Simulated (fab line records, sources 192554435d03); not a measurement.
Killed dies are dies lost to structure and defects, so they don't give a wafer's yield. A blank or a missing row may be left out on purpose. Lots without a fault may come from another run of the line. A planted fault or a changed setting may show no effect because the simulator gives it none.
Chamber matching | flow n5_finfet | N5_MOL_CONTACT_COAG_CMP_52 on cmp-04: 4 sister chambers
The step polishes, stops on SiO2, t overpolish 1.5 s, target thk 66.5 nm. 8 wafers are shown with their chamber, then 8 later ones without.

WAFERS WITH THEIR CHAMBER
wafer  | chamber | motor_current_A (A) | time_to_endpoint_s (s)
L077.3 | 3       | 11.5                | 8.0
L077.5 | 0       | 12.0                | 8.3
L079.3 | 3       | 11.7                | 7.2
L079.6 | 2       | 12.6                | 17.6
L080.1 | 0       | 12.1                | 7.4
L080.2 | 1       | 13.3                | 12.5
L080.6 | 1       | 12.5                | 7.1
L087.2 | 2       | 12.3                | 17.1

WAFERS WITHOUT THEIR CHAMBER
wafer  | motor_current_A (A) | time_to_endpoint_s (s)
L087.4 | 12.0                | 12.9
L087.6 | 12.6                | 15.8
L091.2 | 11.9                | 13.0
L091.4 | 12.5                | 21.0
L091.6 | 11.9                | 12.2
L096.1 | 11.8                | 10.1
L096.2 | 12.5                | 17.0
L096.3 | 13.5                | 13.4

WHICH CHAMBER EACH WENT THROUGH
wafer  | from the rows above               | in truth
L087.4 | can't be placed: 0 or 2 or 3 or 1 | 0
L087.6 | 2                                 | 2
L091.2 | can't be placed: 0 or 2 or 3 or 1 | 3
L091.4 | 2                                 | 2
L091.6 | can't be placed: 0 or 3 or 2 or 1 | 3
L096.1 | can't be placed: 0 or 3           | 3
L096.2 | 2                                 | 2
L096.3 | can't be placed: 1 or 2           | 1
Placed correctly: 3 of 8. Can't be placed from these rows: 5 (the true chamber is among the candidates in 5). Placed wrongly: 0.
How it was worked out, from the rows above alone: a wafer's distance from a chamber is the root of the sum, over the readings, of the square of ((its reading less the chamber's mean) divided by the reading's scatter). The wafer belongs to the nearest chamber; if the next one is less than 2 further off, it can't be placed. A chamber's mean is the mean of its shown wafers. The scatter: the root of (the sum of the squares of (reading less its chamber's mean) over the shown wafers, divided by (wafers less chambers)).
